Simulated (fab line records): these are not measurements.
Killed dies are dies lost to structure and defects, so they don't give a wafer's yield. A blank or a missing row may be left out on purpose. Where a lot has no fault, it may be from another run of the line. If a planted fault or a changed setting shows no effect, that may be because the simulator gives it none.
fab line records	flow n5-finfet
[record] lots = 24	wafers = 72	last-day = 18
route steps=1938 shown BEOL_M7@1299 BEOL_M8@1334 BEOL_M9@1401
lots that met no fault: taken from a fault-free run of the same line
start-h: hours from the record's first day to the start of the lot's first wafer shown	wait-h: hours since the lot's step before	" repeats the value in the row above	L1.1+2: several wafers, shown together as one row	- no value, or no start was given	* or withheld: withheld	< > ~ a bound
route shown NAME@n: names a module that has steps shown in the file, with the first one's number in the route	usual: mean/standard deviation taken from wafers without a fault	same: alike in all rows	chamber/n: place in a boat	sites: per-site readings	_std_site: their standard deviation	_edge_site: the outer-site mean with the inner-site mean subtracted	radius-mm: how far each site lies from the wafer's centre	mask NAME#n: copy n	behind: the tool/chamber that last shaped the wafer	hold: what put the lot on hold/how long, in hours/how the hold closed	device: the transistor (n, p or np) that didn't switch	end of line: at the end of the route, the tests of the same wafers	step lacking rows: just its recipe	killed: not the wafer's yield, but the dies lost to structure and defects at the first sort	map: the dies of a wafer, with x for killed, . for not killed, _ for no die there
set.NAME: the setting the step ran with; set.NAME@STEP: the setting that earlier step ran with	model.NAME: the simulator's own value behind a step, which no gauge read
one table for each step of the route and one row for each wafer, over a sample of lots
services: when a tool's chamber went out of use (start-h, in hours from the record's first day, below 0 if earlier), for how many hours, and the reason
[[steps]]
[step N5_BEOL_M7_DESCUM_33]
[recipe] chemistry = O2	time-s = 7	source-power-w = 50	bias-power-w = 20	pressure-mtorr = 20	rf-frequency-hz = 2.712e+07	temp-c = 40	resist = CAR-EUV	o2-flow-sccm = 225
[usual] drypump-motor-current-A = 5.7/0.42	oes-product-au = 0.75/0.075	rf-vpp-V = 243.0/1.5	showerhead-plenum-p-Torr = 2.09/0.072	throttle-valve-pct = 20.53/0.22
lot.wafer	tool	chamber	start-h	wait-h	drypump-motor-current-A	oes-product-au	rf-hours-counter-h	rf-vpp-V	showerhead-plenum-p-Torr	throttle-valve-pct
L074.2	rie-diel-05	0	189.86	0.0	5.9	0.83	77	244.3	2.19	20.40
L074.3	"	2	"	"	5.6	0.72	215	242.9	2.15	20.34
L074.4	"	1	"	"	5.7	0.71	177	240.9	2.00	20.87
L075.1	rie-diel-05	0	198.82	0.0	5.8	0.83	80	245.3	2.19	20.40
L075.3	"	2	"	"	5.6	0.72	219	244.5	2.15	20.38
L075.5	"	3	"	"	5.6	0.71	-	244.5	2.17	20.56
L076.1	rie-diel-05	1	200.84	0.0	5.7	0.71	181	241.9	2.00	20.87
L076.2	"	3	"	"	5.6	0.70	225	243.7	2.17	20.58
L076.5	"	2	"	"	5.6	0.71	-	245.2	2.15	20.36
L077.1	rie-diel-02	1	215.03	0.0	6.1	0.71	200	244.1	2.17	20.48
L077.2	"	3	"	"	5.9	0.69	210	243.0	1.99	20.55
L077.3	"	2	"	"	4.9	0.73	196	241.7	2.06	20.23
L078.3	rie-diel-01	0	215.31	0.1	6.1	0.77	160	239.7	2.03	20.81
L078.5	"	0	"	"	6.0	0.76	-	244.6	2.03	20.79
L078.6	"	3	"	"	5.0	0.71	-	240.1	2.01	20.62
L080.2	rie-diel-01	3	227.33	0.0	4.9	0.71	209	242.2	2.01	20.61
L080.4	"	0	"	"	6.0	0.76	164	240.5	2.02	20.80
L080.5	"	3	"	"	5.0	0.71	-	240.5	2.01	20.61
L079.1	rie-diel-05	0	229.48	0.0	5.9	0.83	88	244.0	2.19	20.42
L079.4	"	3	"	"	5.6	0.70	232	244.1	2.16	20.59
L079.6	"	1	"	"	5.7	0.71	-	242.1	2.00	20.88
L081.1	rie-diel-05	0	235.39	0.0	5.9	0.82	90	244.8	2.19	20.44
L081.2	"	2	"	"	5.6	0.70	229	243.6	2.14	20.38
L081.3	"	1	"	"	5.7	0.70	190	242.0	2.00	20.89
L083.2	rie-diel-02	3	244.91	0.1	5.9	0.68	219	240.3	1.99	20.53
L083.5	"	2	"	"	5.0	0.72	-	241.1	2.06	20.25
L083.6	"	3	"	"	5.9	0.68	-	241.9	1.99	20.55
L082.1	rie-diel-01	3	245.29	0.4	5.0	0.70	214	242.9	2.00	20.62
L082.3	"	0	"	"	6.0	0.76	169	242.6	2.02	20.81
L082.6	"	3	"	"	5.0	0.70	-	241.3	2.01	20.61
L084.3	rie-diel-01	1	265.33	0.0	6.5	0.86	66	243.6	2.12	20.29
L084.5	"	3	"	"	5.0	0.70	-	241.2	2.00	20.63
L084.6	"	2	"	"	5.9	0.69	-	243.0	2.14	20.47
L086.1	rie-diel-05	1	268.19	0.2	5.7	0.70	199	241.5	1.99	20.91
L086.3	"	3	"	"	5.6	0.70	243	244.0	2.16	20.61
L086.4	"	2	"	"	5.6	0.71	237	244.4	2.14	20.38
L087.2	rie-diel-01	1	268.42	0.3	6.5	0.86	67	243.9	2.12	20.30
L087.3	"	3	"	"	5.0	0.69	221	242.1	2.00	20.64
L087.4	"	2	"	"	5.9	0.69	211	243.5	2.14	20.50
L085.1	rie-diel-01	1	272.07	0.5	6.5	0.87	68	242.3	2.12	20.30
L085.2	"	2	"	"	6.0	0.70	212	243.1	2.14	20.50
L085.5	"	1	"	"	6.5	0.88	-	244.3	2.12	20.29
L088.2	rie-diel-02	2	274.68	0.0	5.0	0.73	213	242.2	2.06	20.26
L088.5	"	2	"	"	5.0	0.72	-	243.5	2.06	20.26
L088.6	"	1	"	"	6.1	0.70	-	245.4	2.16	20.50
L089.2	rie-diel-01	0	292.80	0.0	6.0	0.73	183	242.4	2.02	20.82
L089.3	"	3	"	"	5.0	0.69	228	240.4	2.00	20.63
L089.6	"	2	"	"	6.0	0.69	-	245.9	2.13	20.49
L091.2	rie-diel-02	3	296.33	0.0	5.9	0.68	234	240.9	1.99	20.56
L091.4	"	0	"	"	5.7	0.72	198	242.0	2.08	20.37
L091.5	"	2	"	"	5.0	0.72	-	243.3	2.05	20.27
L090.1	rie-diel-05	1	296.59	0.1	5.7	0.69	207	240.7	1.99	20.92
L090.2	"	0	"	"	5.8	0.80	107	246.5	2.18	20.45
L090.3	"	2	"	"	5.6	0.69	245	243.8	2.14	20.39
L092.1	rie-diel-05	1	312.84	0.0	5.7	0.69	211	242.4	1.99	20.93
L092.4	"	0	"	"	5.9	0.79	-	244.3	2.18	20.46
L092.6	"	1	"	"	5.7	0.68	-	241.6	1.99	20.93
L095.2	rie-diel-05	1	321.62	0.2	5.8	0.68	214	241.4	1.99	20.94
L095.3	"	3	"	"	5.6	0.95	5	246.0	2.15	20.22
L095.5	"	1	"	"	5.7	0.68	-	241.5	1.99	20.94
L093.1	rie-diel-01	3	324.16	0.0	5.0	0.69	236	242.1	2.00	20.65
L093.3	"	1	"	"	6.5	0.86	85	243.4	2.11	20.34
L093.5	"	0	"	"	6.0	0.73	-	241.2	2.01	20.84
L094.1	rie-diel-05	2	328.96	0.3	5.6	0.98	0	244.8	2.14	20.00
L094.2	"	3	"	"	5.6	0.93	9	243.0	2.15	20.24
L094.5	"	3	"	"	5.6	0.93	-	243.7	2.15	20.21
L097.2	rie-diel-01	0	329.31	0.5	6.0	0.73	195	243.7	2.01	20.84
L097.3	"	1	"	"	6.5	0.84	87	243.1	2.11	20.33
L097.6	"	1	"	"	6.5	0.84	-	243.6	2.11	20.34
L096.2	rie-diel-02	0	335.45	0.3	5.7	0.70	209	242.9	2.08	20.37
L096.4	"	3	"	"	5.9	0.66	246	240.8	1.98	20.60
L096.6	"	2	"	"	4.9	0.70	-	242.8	2.05	20.28
[step N5_BEOL_M7_RS_MEAS_57]
[recipe] thk-meas-gauge = four-point-probe	reads = Cu_of_BEOL_M7_ECD_50+Co_of_BEOL_M7_CVD_78+TaN_of_BEOL_M7_ALD_77
[usual] M7_RS = 0.292/0.0089
lot.wafer	tool	chamber	start-h	wait-h	M7_RS[ohm/sq]
L074.2	film-metro-02	-	193.07	0.1	0.285
L074.3	"	-	"	"	0.306
L074.4	"	-	"	"	0.297
L075.1	film-metro-02	-	202.53	0.1	0.292
L075.3	"	-	"	"	0.320
L075.5	"	-	"	"	0.301
L076.1	film-metro-02	-	205.36	0.1	0.303
L076.2	"	-	"	"	0.288
L076.5	"	-	"	"	0.299
L077.1	film-metro-02	-	219.12	0.3	0.293
L077.2	"	-	"	"	0.298
L077.3	"	-	"	"	0.284
L078.3	film-metro-02	-	219.32	0.1	0.299
L078.5	"	-	"	"	0.293
L078.6	"	-	"	"	0.289
L080.2	film-metro-01	-	230.96	0.1	0.277
L080.4	"	-	"	"	0.287
L080.5	"	-	"	"	0.281
L079.1	film-metro-02	-	233.21	0.1	0.286
L079.4	"	-	"	"	0.282
L079.6	"	-	"	"	0.300
L081.1	film-metro-01	-	238.63	0.1	0.294
L081.2	"	-	"	"	0.303
L081.3	"	-	"	"	0.305
L083.2	film-metro-01	-	252.31	0.1	0.300
L083.5	"	-	"	"	0.285
L083.6	"	-	"	"	0.299
L082.1	film-metro-02	-	252.39	0.1	0.292
L082.3	"	-	"	"	0.302
L082.6	"	-	"	"	0.293
L084.3	film-metro-02	-	269.50	0.1	0.297
L084.5	"	-	"	"	0.291
L084.6	"	-	"	"	0.305
L086.1	film-metro-02	-	271.31	0.1	0.307
L086.3	"	-	"	"	0.290
L086.4	"	-	"	"	0.295
L087.2	film-metro-02	-	273.12	0.1	0.286
L087.3	"	-	"	"	0.293
L087.4	"	-	"	"	0.305
L085.1	film-metro-01	-	276.78	0.1	0.290
L085.2	"	-	"	"	0.299
L085.5	"	-	"	"	0.281
L088.2	film-metro-02	-	278.08	0.1	0.280
L088.5	"	-	"	"	0.282
L088.6	"	-	"	"	0.290
L089.2	film-metro-02	-	297.82	0.1	0.296
L089.3	"	-	"	"	0.284
L089.6	"	-	"	"	0.296
L091.2	film-metro-01	-	299.08	0.1	0.295
L091.4	"	-	"	"	0.286
L091.5	"	-	"	"	0.284
L090.1	film-metro-01	-	299.45	0.1	0.281
L090.2	"	-	"	"	0.280
L090.3	"	-	"	"	0.295
L092.1	film-metro-02	-	315.52	0.1	0.309
L092.4	"	-	"	"	0.287
L092.6	"	-	"	"	0.305
L095.2	film-metro-01	-	324.64	0.1	0.300
L095.3	"	-	"	"	0.279
L095.5	"	-	"	"	0.297
L093.1	film-metro-02	-	327.06	0.1	0.286
L093.3	"	-	"	"	0.286
L093.5	"	-	"	"	0.294
L094.1	film-metro-01	-	332.22	0.1	0.310
L094.2	"	-	"	"	0.289
L094.5	"	-	"	"	0.289
L097.2	film-metro-01	-	332.59	0.1	0.293
L097.3	"	-	"	"	0.287
L097.6	"	-	"	"	0.292
L096.2	film-metro-02	-	339.33	0.1	0.282
L096.4	"	-	"	"	0.295
L096.6	"	-	"	"	0.285
[step N5_BEOL_M8_THK_MEAS_01]
[recipe] reads = SiCOH_lowk_of_BEOL_M8_ILD_DEP_00
[usual] M8_ILD_THK = 155.2/2.1
lot.wafer	tool	chamber	start-h	wait-h	M8_ILD_THK[nm]
L074.2	film-metro-02	-	193.71	0.4	152.9
L074.3	"	-	"	"	153.1
L074.4	"	-	"	"	156.0
L075.1	film-metro-02	-	203.17	0.4	155.5
L075.3	"	-	"	"	156.0
L075.5	"	-	"	"	159.6
L076.1	film-metro-02	-	206.00	0.4	154.1
L076.2	"	-	"	"	156.0
L076.5	"	-	"	"	155.9
L077.1	film-metro-02	-	219.78	0.4	150.6
L077.2	"	-	"	"	152.1
L077.3	"	-	"	"	152.9
L078.3	film-metro-02	-	219.98	0.3	154.9
L078.5	"	-	"	"	154.9
L078.6	"	-	"	"	153.6
L080.2	film-metro-02	-	231.60	0.4	155.8
L080.4	"	-	"	"	157.9
L080.5	"	-	"	"	158.4
L079.1	film-metro-02	-	233.85	0.4	154.7
L079.4	"	-	"	"	158.5
L079.6	"	-	"	"	156.9
L081.1	film-metro-02	-	239.39	0.4	153.7
L081.2	"	-	"	"	152.4
L081.3	"	-	"	"	151.9
L082.1	film-metro-01	-	253.10	0.4	153.0
L082.3	"	-	"	"	155.9
L082.6	"	-	"	"	151.9
L083.2	film-metro-01	-	253.47	0.7	154.9
L083.5	"	-	"	"	158.7
L083.6	"	-	"	"	157.9
L084.3	film-metro-01	-	270.62	0.5	152.0
L084.5	"	-	"	"	155.1
L084.6	"	-	"	"	154.8
L086.1	film-metro-01	-	272.00	0.4	151.3
L086.3	"	-	"	"	153.8
L086.4	"	-	"	"	156.9
L087.2	film-metro-01	-	273.76	0.4	153.1
L087.3	"	-	"	"	153.8
L087.4	"	-	"	"	157.7
L085.1	film-metro-01	-	277.42	0.4	156.1
L085.2	"	-	"	"	153.9
L085.5	"	-	"	"	153.9
L088.2	film-metro-02	-	279.20	0.7	153.9
L088.5	"	-	"	"	152.1
L088.6	"	-	"	"	154.6
L089.2	film-metro-02	-	298.46	0.4	151.9
L089.3	"	-	"	"	153.1
L089.6	"	-	"	"	154.1
L091.2	film-metro-01	-	299.72	0.4	154.0
L091.4	"	-	"	"	155.3
L091.5	"	-	"	"	157.5
L090.1	film-metro-01	-	300.09	0.4	154.6
L090.2	"	-	"	"	152.7
L090.3	"	-	"	"	154.2
L092.1	film-metro-02	-	316.16	0.4	153.5
L092.4	"	-	"	"	159.5
L092.6	"	-	"	"	158.0
L095.2	film-metro-02	-	325.30	0.4	153.9
L095.3	"	-	"	"	154.9
L095.5	"	-	"	"	155.1
L093.1	film-metro-01	-	327.70	0.4	155.7
L093.3	"	-	"	"	157.7
L093.5	"	-	"	"	158.0
L094.1	film-metro-01	-	332.87	0.4	155.9
L094.2	"	-	"	"	154.5
L094.5	"	-	"	"	161.0
L097.2	film-metro-02	-	333.25	0.4	153.5
L097.3	"	-	"	"	155.2
L097.6	"	-	"	"	155.5
L096.2	film-metro-02	-	340.01	0.4	152.1
L096.4	"	-	"	"	155.7
L096.6	"	-	"	"	155.7
[step N5_BEOL_M8_STRIP_19]
[recipe] chemistry = O2	power-w = 400	temp-c = 40	pressure-mtorr = 30	rf-frequency-hz = 6e+07	bias-power-w = 0	overash-fraction = 0.2	o2-flow-sccm = 225
[usual] drypump-motor-current-A = 5.7/0.61	oes-product-au = 0.82/0.073	rf-vpp-V = 3.7/0.59	showerhead-plenum-p-Torr = 2.06/0.072	throttle-valve-pct = 16.66/0.2
lot.wafer	tool	chamber	start-h	wait-h	drypump-motor-current-A	oes-product-au	rf-hours-counter-h	rf-vpp-V	showerhead-plenum-p-Torr	throttle-valve-pct
L074.2	rie-diel-04	0	195.87	0.1	5.5	0.75	145	2.8	2.00	16.64
L074.3	"	2	"	"	5.8	0.68	234	3.2	2.05	16.83
L074.4	"	1	"	"	6.1	0.85	56	3.0	2.06	16.54
L075.1	rie-diel-03	1	204.63	0.1	6.6	0.70	237	3.5	1.97	16.89
L075.3	"	2	"	"	4.8	0.89	41	3.8	2.06	16.34
L075.5	"	1	"	"	6.6	0.68	-	2.9	1.97	16.93
L076.1	rie-diel-06	0	207.92	0.1	5.1	0.84	72	2.9	2.03	16.60
L076.2	"	1	"	"	4.8	0.82	104	3.3	2.01	16.61
L076.5	"	2	"	"	5.4	0.70	-	3.6	1.97	16.88
L077.1	rie-diel-03	2	222.49	0.1	4.8	0.89	47	3.5	2.06	16.37
L077.2	"	3	"	"	6.5	0.89	37	4.5	2.22	16.34
L077.3	"	0	"	"	5.0	0.86	54	3.9	2.15	16.88
L078.3	rie-diel-04	2	222.65	0.1	5.9	0.67	244	3.8	2.05	16.86
L078.5	"	0	"	"	5.5	0.74	-	3.2	2.00	16.65
L078.6	"	3	"	"	5.7	0.84	-	3.4	2.06	16.95
L080.2	rie-diel-06	2	233.36	0.1	5.4	0.70	241	2.7	1.97	16.88
L080.4	"	1	"	"	4.8	0.80	112	3.0	2.01	16.62
L080.5	"	0	"	"	5.2	0.82	-	2.9	2.02	16.59
L079.1	rie-diel-06	1	236.89	0.1	4.9	0.79	113	3.1	2.00	16.63
L079.4	"	0	"	"	5.2	0.82	82	4.0	2.02	16.60
L079.6	"	1	"	"	4.8	0.79	-	4.3	2.00	16.61
L081.1	rie-diel-04	0	240.81	0.2	5.5	0.73	157	3.4	2.00	16.66
L081.2	"	1	"	"	6.1	0.83	73	4.4	2.05	16.57
L081.3	"	3	"	"	5.7	0.83	88	4.4	2.06	16.96
L082.1	rie-diel-04	0	256.12	0.3	5.5	0.73	163	4.1	2.00	16.67
L082.3	"	1	"	"	6.1	0.82	79	3.6	2.05	16.59
L082.6	"	1	"	"	6.1	0.82	-	4.0	2.05	16.59
L083.2	rie-diel-03	3	256.24	0.1	6.5	0.88	50	3.2	2.21	16.36
L083.5	"	3	"	"	6.5	0.88	-	3.7	2.21	16.37
L083.6	"	0	"	"	5.0	0.85	-	3.4	2.14	16.90
L084.3	rie-diel-04	3	273.25	0.1	5.6	0.82	102	3.5	2.05	16.98
L084.5	"	2	"	"	5.9	0.96	-	3.5	2.04	16.39
L084.6	"	1	"	"	6.1	0.81	-	3.7	2.05	16.60
L086.1	rie-diel-03	2	273.81	0.2	4.8	0.85	67	5.5	2.05	16.37
L086.3	"	1	"	"	6.6	0.98	1	4.1	2.23	16.49
L086.4	"	0	"	"	5.0	0.83	75	4.1	2.14	16.92
L087.2	rie-diel-06	1	276.21	0.1	4.8	0.78	126	3.1	2.00	16.64
L087.3	"	3	"	"	6.7	0.88	43	3.0	2.06	16.76
L087.4	"	0	"	"	5.2	0.80	-	3.7	2.02	16.61
L085.1	rie-diel-03	3	278.82	0.1	6.5	0.86	59	3.6	2.21	16.42
L085.2	"	2	"	"	4.8	0.85	69	5.5	2.05	16.38
L085.5	"	0	"	"	5.0	0.84	-	3.7	2.14	16.91
L088.2	rie-diel-06	0	283.02	0.1	5.2	0.82	98	2.9	2.02	16.62
L088.5	"	0	"	"	5.2	0.82	-	3.7	2.02	16.63
L088.6	"	1	"	"	4.8	0.79	-	5.4	2.00	16.62
L089.2	rie-diel-04	0	301.12	0.1	5.5	0.72	182	4.3	1.99	16.70
L089.3	"	2	"	"	5.8	0.92	13	3.3	2.04	16.42
L089.6	"	2	"	"	5.8	0.92	-	3.1	2.04	16.41
L091.2	rie-diel-06	0	301.52	0.1	5.2	0.80	106	3.9	2.02	16.62
L091.4	"	2	"	"	5.4	0.95	2	3.1	2.23	16.45
L091.5	"	0	"	"	5.1	0.80	-	3.2	2.02	16.65
L090.1	rie-diel-04	2	301.76	0.1	5.8	0.92	13	3.5	2.04	16.41
L090.2	"	1	"	"	6.1	0.80	92	4.4	2.05	16.61
L090.3	"	3	"	"	5.7	0.80	111	3.6	2.05	17.00
L092.1	rie-diel-06	0	317.69	0.1	5.2	0.79	111	4.1	2.01	16.64
L092.4	"	2	"	"	5.4	0.92	8	3.5	2.23	16.44
L092.6	"	3	"	"	6.7	0.88	-	2.8	2.06	16.78
L095.2	rie-diel-04	1	326.56	0.3	6.1	0.80	101	3.1	2.04	16.63
L095.3	"	2	"	"	5.8	0.90	21	3.8	2.04	16.43
L095.5	"	2	"	"	5.8	0.90	-	4.4	2.04	16.43
L093.1	rie-diel-04	1	330.43	0.2	6.1	0.80	102	4.3	2.04	16.63
L093.3	"	0	"	"	5.5	0.72	192	4.0	1.99	16.73
L093.5	"	0	"	"	5.5	0.71	-	3.3	1.99	16.71
L094.1	rie-diel-04	3	334.14	0.1	5.7	0.79	123	3.7	2.04	17.02
L094.2	"	0	"	"	5.5	0.70	193	5.7	1.98	16.74
L094.5	"	1	"	"	6.1	0.79	-	3.9	2.04	16.62
L097.2	rie-diel-03	2	336.37	0.1	4.8	0.82	89	3.7	2.05	16.46
L097.3	"	3	"	"	6.5	0.84	79	3.6	2.20	16.43
L097.6	"	0	"	"	5.0	0.82	-	3.8	2.13	16.96
L096.2	rie-diel-06	3	341.82	0.1	6.7	0.86	68	3.8	2.05	16.80
L096.4	"	2	"	"	5.4	0.89	16	3.5	2.22	16.45
L096.6	"	1	"	"	4.9	0.77	-	3.7	1.99	16.68
[step N5_BEOL_M8_DEGAS_44]
[recipe] ambient = vacuum	temp-c = 250	time-s = 60
[usual] heater-power-w = 331/41
lot.wafer	tool	chamber	start-h	wait-h	heater-power-w
L074.2	pvd-sputter-02	-	199.79	0.8	280
L074.3	"	-	"	"	321
L074.4	"	-	"	"	314
L075.1	pvd-sputter-02	-	207.51	0.3	393
L075.3	"	-	"	"	281
L075.5	"	-	"	"	393
L076.1	pvd-sputter-03	-	210.01	0.8	401
L076.2	"	-	"	"	368
L076.5	"	-	"	"	373
L078.3	pvd-sputter-01	-	224.70	0.8	312
L078.5	"	-	"	"	320
L078.6	"	-	"	"	397
L077.1	pvd-sputter-01	-	224.78	0.8	320
L077.2	"	-	"	"	287
L077.3	"	-	"	"	319
L080.2	pvd-sputter-01	-	236.73	0.7	320
L080.4	"	-	"	"	386
L080.5	"	-	"	"	321
L079.1	pvd-sputter-02	-	238.38	0.3	395
L079.4	"	-	"	"	323
L079.6	"	-	"	"	320
L081.1	pvd-sputter-01	-	246.05	0.8	284
L081.2	"	-	"	"	328
L081.3	"	-	"	"	315
L083.2	pvd-sputter-02	-	260.20	1.2	318
L083.5	"	-	"	"	403
L083.6	"	-	"	"	318
L082.1	pvd-sputter-02	-	260.36	1.1	324
L082.3	"	-	"	"	284
L082.6	"	-	"	"	323
L086.1	pvd-sputter-01	-	276.45	0.8	286
L086.3	"	-	"	"	318
L086.4	"	-	"	"	318
L084.3	pvd-sputter-01	-	276.53	0.6	321
L084.5	"	-	"	"	323
L084.6	"	-	"	"	391
L087.2	pvd-sputter-02	-	278.05	0.3	279
L087.3	"	-	"	"	316
L087.4	"	-	"	"	325
L085.1	pvd-sputter-01	-	282.93	0.7	388
L085.2	"	-	"	"	321
L085.5	"	-	"	"	284
L088.2	pvd-sputter-02	-	286.42	0.5	399
L088.5	"	-	"	"	312
L088.6	"	-	"	"	388
L089.2	pvd-sputter-02	-	303.22	0.4	319
L089.3	"	-	"	"	376
L089.6	"	-	"	"	312
L090.1	pvd-sputter-01	-	303.82	0.3	389
L090.2	"	-	"	"	329
L090.3	"	-	"	"	314
L091.2	pvd-sputter-01	-	304.08	0.2	382
L091.4	"	-	"	"	315
L091.5	"	-	"	"	317
L092.1	pvd-sputter-02	-	322.25	0.3	321
L092.4	"	-	"	"	330
L092.6	"	-	"	"	317
L095.2	pvd-sputter-03	-	329.29	0.4	395
L095.3	"	-	"	"	369
L095.5	"	-	"	"	376
L093.1	pvd-sputter-01	-	332.65	0.3	403
L093.3	"	-	"	"	285
L093.5	"	-	"	"	388
L094.1	pvd-sputter-03	-	336.19	0.5	327
L094.2	"	-	"	"	276
L094.5	"	-	"	"	273
L097.2	pvd-sputter-03	-	338.39	0.6	381
L097.3	"	-	"	"	326
L097.6	"	-	"	"	324
L096.2	pvd-sputter-03	-	344.91	0.4	264
L096.4	"	-	"	"	364
L096.6	"	-	"	"	329
[step N5_BEOL_M9_ILD_DEP_00]
[recipe] material = SiCOH_lowk	target-thk-a = 3085.1	temp-c = 300	precursor = DEMS/porogen	pressure-torr = 5	rf-w = 500	time-s = 58
[usual] chamber-pressure-Torr = 5.000/0.011	heater-power-w = 294/52	showerhead-plenum-p-Torr = 5.732/0.016	throttle-valve-pct = 14.1/0.71
lot.wafer	tool	chamber	start-h	wait-h	chamber-pressure-Torr	heater-power-w	showerhead-plenum-p-Torr	throttle-valve-pct
L074.2	pecvd-03	2	201.74	0.0	5.011	325	5.746	12.8
L074.3	"	0	"	"	4.991	307	5.740	14.5
L074.4	"	1	"	"	5.004	270	5.757	14.5
L075.1	pecvd-02	2	210.50	0.0	4.998	250	5.700	13.6
L075.3	"	0	"	"	4.987	306	5.738	13.3
L075.5	"	2	"	"	5.003	255	5.720	13.7
L076.1	pecvd-01	0	212.03	0.0	5.000	301	5.749	14.9
L076.2	"	2	"	"	5.004	287	5.729	13.8
L076.5	"	0	"	"	4.993	230	5.744	15.3
L078.3	pecvd-01	0	226.49	0.0	5.025	267	5.737	15.1
L078.5	"	2	"	"	5.009	225	5.731	13.9
L078.6	"	1	"	"	4.985	209	5.723	13.8
L077.1	pecvd-01	0	226.88	0.0	4.992	287	5.744	14.9
L077.2	"	2	"	"	5.002	257	5.731	13.9
L077.3	"	1	"	"	5.015	237	5.727	13.7
L080.2	pecvd-02	0	238.51	0.0	5.016	310	5.751	13.7
L080.4	"	0	"	"	5.016	320	5.740	13.6
L080.5	"	1	"	"	5.007	403	5.712	15.1
L079.1	pecvd-01	1	240.40	0.0	5.004	211	5.725	13.7
L079.4	"	1	"	"	5.017	219	5.736	14.1
L079.6	"	2	"	"	5.006	259	5.730	14.0
L081.1	pecvd-02	2	247.66	0.0	4.999	266	5.725	13.7
L081.2	"	1	"	"	5.010	384	5.720	15.2
L081.3	"	0	"	"	4.990	282	5.739	13.1
L083.2	pecvd-03	0	261.81	0.0	5.007	361	5.742	14.6
L083.5	"	2	"	"	4.991	366	5.763	13.2
L083.6	"	0	"	"	4.989	362	5.755	14.6
L082.1	pecvd-01	2	262.29	0.0	4.980	267	5.736	14.2
L082.3	"	0	"	"	4.996	243	5.731	14.8
L082.6	"	1	"	"	4.985	224	5.731	14.0
L086.1	pecvd-01	0	278.22	0.0	4.991	288	5.729	14.9
L086.3	"	2	"	"	4.985	258	5.723	13.9
L086.4	"	2	"	"	4.985	265	5.734	14.0
L084.3	pecvd-02	0	278.42	0.0	5.005	275	5.746	13.5
L084.5	"	0	"	"	5.022	288	5.761	13.3
L084.6	"	2	"	"	5.000	222	5.724	13.9
L087.2	pecvd-02	2	282.12	0.0	4.980	266	5.709	13.8
L087.3	"	1	"	"	4.994	329	5.701	15.3
L087.4	"	0	"	"	5.016	323	5.752	13.3
L085.1	pecvd-02	2	286.30	0.0	4.984	261	5.713	13.6
L085.2	"	0	"	"	4.997	314	5.747	13.3
L085.5	"	1	"	"	5.013	395	5.708	15.2
L088.2	pecvd-03	0	288.57	0.0	5.016	324	5.730	14.5
L088.5	"	0	"	"	4.996	341	5.738	14.7
L088.6	"	1	"	"	5.003	297	5.762	14.6
L089.2	pecvd-03	2	304.97	0.0	4.994	356	5.743	13.1
L089.3	"	1	"	"	5.003	340	5.763	14.5
L089.6	"	2	"	"	5.006	371	5.735	13.1
L090.1	pecvd-03	0	305.48	0.0	4.990	355	5.729	14.5
L090.2	"	2	"	"	5.001	379	5.733	13.2
L090.3	"	1	"	"	4.987	285	5.752	14.3
L091.2	pecvd-02	2	307.45	0.0	4.997	278	5.726	13.7
L091.4	"	0	"	"	5.004	270	5.760	13.4
L091.5	"	2	"	"	4.975	228	5.716	13.4
L092.1	pecvd-03	0	323.99	0.0	4.995	352	5.733	14.3
L092.4	"	2	"	"	4.999	359	5.755	13.1
L092.6	"	2	"	"	5.003	373	5.749	13.0
L095.2	pecvd-02	1	331.19	0.0	5.025	323	5.690	15.0
L095.3	"	0	"	"	5.016	268	5.745	13.8
L095.5	"	1	"	"	5.002	354	5.706	15.3
L093.1	pecvd-01	1	336.27	0.0	5.003	203	5.731	13.8
L093.3	"	1	"	"	4.993	207	5.733	14.1
L093.5	"	0	"	"	5.003	270	5.740	15.1
L094.1	pecvd-01	1	337.91	0.0	4.992	225	5.727	13.8
L094.2	"	0	"	"	5.032	294	5.734	15.1
L094.5	"	0	"	"	5.011	298	5.738	14.9
L097.2	pecvd-03	2	340.50	0.0	4.995	330	5.730	13.1
L097.3	"	0	"	"	4.997	356	5.741	14.6
L097.6	"	2	"	"	4.989	347	5.736	13.3
L096.2	pecvd-01	0	348.63	0.0	4.981	241	5.736	15.3
L096.4	"	1	"	"	4.976	234	5.733	14.0
L096.6	"	2	"	"	5.006	265	5.735	14.1
[[services]]
tool	chamber	start-h	hours	kind
rie-diel-05	1	177.64	1.4	repair
pecvd-01	1	178.04	5.5	scheduled-down
rie-diel-01	0	181.02	4.1	repair
pecvd-03	1	181.93	7.5	repair
pecvd-01	0	212.78	2.1	scheduled-down
pecvd-02	-	226.68	1.2	repair
rie-diel-04	2	239.29	-	clean
rie-diel-04	2	239.29	-	consumable-replace:focus-ring
rie-diel-04	2	239.29	25.0	scheduled-down
rie-diel-04	2	239.29	25.0	vent-cycle
rie-diel-06	2	243.08	8.3	repair
pvd-sputter-01	-	265.37	5.6	repair
rie-diel-04	3	281.53	2.6	repair
rie-diel-05	3	291.67	-	clean
rie-diel-05	3	291.67	-	consumable-replace:focus-ring
pecvd-03	0	300.29	4.7	repair
pecvd-02	-	307.51	5.5	pm
rie-diel-04	-	311.41	0.7	repair
rie-diel-05	2	312.84	-	clean
rie-diel-05	2	312.84	-	consumable-replace:focus-ring
rie-diel-05	2	312.84	16.0	scheduled-down
rie-diel-05	2	312.84	16.0	vent-cycle
pecvd-03	1	319.50	25.3	repair
pecvd-02	-	337.70	3.3	repair
[[key]]
fault none
